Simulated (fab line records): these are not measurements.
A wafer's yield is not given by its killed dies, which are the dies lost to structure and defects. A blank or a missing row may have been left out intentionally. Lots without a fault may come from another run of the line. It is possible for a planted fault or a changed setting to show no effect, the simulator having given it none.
Which of the tools did it? || flow n5-finfet || Sampling: 12 lots, 36 wafers, 6 of 1938 route steps

## WHAT THE GAUGES READ, wafer by wafer
N5_BEOL_M8_CD_MEAS_35: the cd target is 40 nm.
{"lot": "L075", "measured": "day 9 23:46", "on": "cd-sem-03", "cd-nm (nm)": "39.7 39.8 39.8"}
{"lot": "L077", "measured": "day 10 07:19", "on": "cd-sem-02", "cd-nm (nm)": "39.2 39.8 40.1"}
{"lot": "L079", "measured": "day 11 02:30", "on": "cd-sem-02", "cd-nm (nm)": "40.3 40.9 41.9"}
{"lot": "L080", "measured": "day 12 10:05", "on": "cd-sem-01", "cd-nm (nm)": "40.1 40.5 40.1"}
{"lot": "L082", "measured": "day 12 20:46", "on": "cd-sem-02", "cd-nm (nm)": "39.5 39.1 39.2"}
{"lot": "L086", "measured": "day 13 10:56", "on": "cd-sem-01", "cd-nm (nm)": "40.0 40.9 41.1"}
{"lot": "L084", "measured": "day 13 14:40", "on": "cd-sem-03", "cd-nm (nm)": "40.2 39.7 40.2"}
{"lot": "L088", "measured": "day 14 14:15", "on": "cd-sem-03", "cd-nm (nm)": "40.1 40.3 40.3"}
{"lot": "L094", "measured": "day 14 21:37", "on": "cd-sem-01", "cd-nm (nm)": "39.8 39.8 39.6"}
{"lot": "L096", "measured": "day 15 10:50", "on": "cd-sem-03", "cd-nm (nm)": "40.9 39.9 39.7"}
{"lot": "L092", "measured": "day 15 15:35", "on": "cd-sem-03", "cd-nm (nm)": "39.3 39.9 40.1"}
{"lot": "L097", "measured": "day 16 05:29", "on": "cd-sem-01", "cd-nm (nm)": "40.6 40.2 40.3"}

## EACH LOT AND THE TOOL THAT RAN IT (in order: tool; ch and the chambers of the sampled wafers; start)
{"lot": "L075", "N5_BEOL_M7_ETCH_41": "rie-diel-01 ch 2, day 9 13:37 or earlier", "N5_BEOL_M7_CURE_75": "uv-cure-02 ch 1, day 9 13:37", "N5_BEOL_M8_ILD_DEP_00": "pecvd-01 ch 0,1, day 9 17:02", "N5_BEOL_M8_HM_DEP_02": "pvd-sputter-03, day 9 21:16", "N5_BEOL_M8_ETCH_62": "rie-diel-05 ch 0,3, day 9 22:05"}
{"lot": "L077", "N5_BEOL_M7_ETCH_41": "rie-diel-04 ch 1,2,3, day 9 23:58 or earlier", "N5_BEOL_M7_CURE_75": "uv-cure-02 ch 2, day 9 23:58", "N5_BEOL_M8_ILD_DEP_00": "pecvd-01 ch 0,1, day 10 01:58", "N5_BEOL_M8_HM_DEP_02": "pvd-sputter-03, day 10 03:22", "N5_BEOL_M8_ETCH_62": "rie-diel-06 ch 1,3, day 10 04:02"}
{"lot": "L079", "N5_BEOL_M7_ETCH_41": "rie-diel-03 ch 0,1,3, day 10 16:58 or earlier", "N5_BEOL_M7_CURE_75": "uv-cure-01 ch 1, day 10 16:58", "N5_BEOL_M8_ILD_DEP_00": "pecvd-02 ch 1,2, day 10 19:19", "N5_BEOL_M8_HM_DEP_02": "pvd-sputter-03, day 10 21:50", "N5_BEOL_M8_ETCH_62": "rie-diel-06 ch 0,1,2, day 10 22:34"}
{"lot": "L080", "N5_BEOL_M7_ETCH_41": "rie-diel-01 ch 1,2,3, day 12 01:35 or earlier", "N5_BEOL_M7_CURE_75": "uv-cure-02 ch 1, day 12 01:35", "N5_BEOL_M8_ILD_DEP_00": "pecvd-01 ch 0,1, day 12 04:15", "N5_BEOL_M8_HM_DEP_02": "pvd-sputter-01, day 12 06:22", "N5_BEOL_M8_ETCH_62": "rie-diel-05 ch 2,3, day 12 06:57"}
{"lot": "L082", "N5_BEOL_M7_ETCH_41": "rie-diel-03 ch 0,1,2, day 12 14:50 or earlier", "N5_BEOL_M7_CURE_75": "uv-cure-02 ch 1, day 12 14:50", "N5_BEOL_M8_ILD_DEP_00": "pecvd-04 ch 0,1,2, day 12 16:57", "N5_BEOL_M8_HM_DEP_02": "pvd-sputter-02, day 12 18:13", "N5_BEOL_M8_ETCH_62": "rie-diel-02 ch 0,1, day 12 18:54"}
{"lot": "L086", "N5_BEOL_M7_ETCH_41": "rie-diel-03 ch 0,1,2, day 13 03:08 or earlier", "N5_BEOL_M7_CURE_75": "uv-cure-02 ch 2, day 13 03:08", "N5_BEOL_M8_ILD_DEP_00": "pecvd-04 ch 0,1, day 13 05:26", "N5_BEOL_M8_HM_DEP_02": "pvd-sputter-02, day 13 07:17", "N5_BEOL_M8_ETCH_62": "rie-diel-05 ch 1,2,3, day 13 08:05"}
{"lot": "L084", "N5_BEOL_M7_ETCH_41": "rie-diel-01 ch 1,2,3, day 13 05:16 or earlier", "N5_BEOL_M7_CURE_75": "uv-cure-02 ch 1, day 13 05:16", "N5_BEOL_M8_ILD_DEP_00": "pecvd-04 ch 0,2, day 13 08:38", "N5_BEOL_M8_HM_DEP_02": "pvd-sputter-03, day 13 10:43", "N5_BEOL_M8_ETCH_62": "rie-diel-05 ch 1,2, day 13 11:24"}
{"lot": "L088", "N5_BEOL_M7_ETCH_41": "rie-diel-03 ch 0,3, day 14 04:52 or earlier", "N5_BEOL_M7_CURE_75": "uv-cure-02 ch 2, day 14 04:52", "N5_BEOL_M8_ILD_DEP_00": "pecvd-02 ch 0,1, day 14 08:23", "N5_BEOL_M8_HM_DEP_02": "pvd-sputter-01, day 14 10:40", "N5_BEOL_M8_ETCH_62": "rie-diel-05 ch 0,2,3, day 14 11:13"}
{"lot": "L094", "N5_BEOL_M7_ETCH_41": "rie-diel-04 ch 1,3, day 14 11:14 or earlier", "N5_BEOL_M7_CURE_75": "uv-cure-02 ch 2, day 14 11:14", "N5_BEOL_M8_ILD_DEP_00": "pecvd-01 ch 1,2, day 14 14:32", "N5_BEOL_M8_HM_DEP_02": "pvd-sputter-02, day 14 18:06", "N5_BEOL_M8_ETCH_62": "rie-diel-06 ch 1,3, day 14 18:50"}
{"lot": "L096", "N5_BEOL_M7_ETCH_41": "rie-diel-01 ch 1,2,3, day 15 04:00 or earlier", "N5_BEOL_M7_CURE_75": "uv-cure-02 ch 1, day 15 04:00", "N5_BEOL_M8_ILD_DEP_00": "pecvd-01 ch 0,2, day 15 06:02", "N5_BEOL_M8_HM_DEP_02": "pvd-sputter-01, day 15 07:20", "N5_BEOL_M8_ETCH_62": "rie-diel-06 ch 0,1,2, day 15 08:01"}
{"lot": "L092", "N5_BEOL_M7_ETCH_41": "rie-diel-01 ch 0,1,2, day 15 06:43 or earlier", "N5_BEOL_M7_CURE_75": "uv-cure-02 ch 1, day 15 06:43", "N5_BEOL_M8_ILD_DEP_00": "pecvd-02 ch 0,1, day 15 11:38", "N5_BEOL_M8_HM_DEP_02": "pvd-sputter-01, day 15 12:35", "N5_BEOL_M8_ETCH_62": "rie-diel-06 ch 2,3, day 15 13:16"}
{"lot": "L097", "N5_BEOL_M7_ETCH_41": "rie-diel-04 ch 1,2,3, day 15 17:50 or earlier", "N5_BEOL_M7_CURE_75": "uv-cure-01 ch 2, day 15 17:50", "N5_BEOL_M8_ILD_DEP_00": "pecvd-04 ch 0,2, day 15 22:16", "N5_BEOL_M8_HM_DEP_02": "pvd-sputter-03, day 15 23:54", "N5_BEOL_M8_ETCH_62": "rie-diel-02 ch 0,1,3, day 16 00:35"}
- N5_BEOL_M7_ETCH_41: etches SiCN in CH3F/O2, target depth 31.9 nm, time 57.8 s.
- N5_BEOL_M7_CURE_75: cures SiCOH lowk, time 120 s.
- N5_BEOL_M8_ILD_DEP_00: deposits SiCOH lowk from DEMS/porogen, target thk 179.75 nm, time 33.4 s.
- N5_BEOL_M8_HM_DEP_02: deposits TiN, target thk 20 nm.
- N5_BEOL_M8_ETCH_62: etches SOC in N2/H2, target depth 110 nm, overetch 22 nm, time 165 s.

## THE ANSWER, worked out from the rows above alone
Rule: usual is defined by the lots themselves. Put in order of their means at a reading, lots are off if they are a third of the lots or fewer, leave a main group of 4 or more, and stand apart from it by a gap of 3 or more times the standard deviation of the main group's means; of several such gaps the widest counts. A main group whose means are all the same, to the digits that the tables above print for the reading, isn't used. Also off: a lot with no number at a reading for which 4 or more lots have one. Where the step has rows for the other lots, those lots are counted as sound.
Nothing can be told from this: no lot is off at any reading shown.

## WHAT THE SIMULATOR PUT IN
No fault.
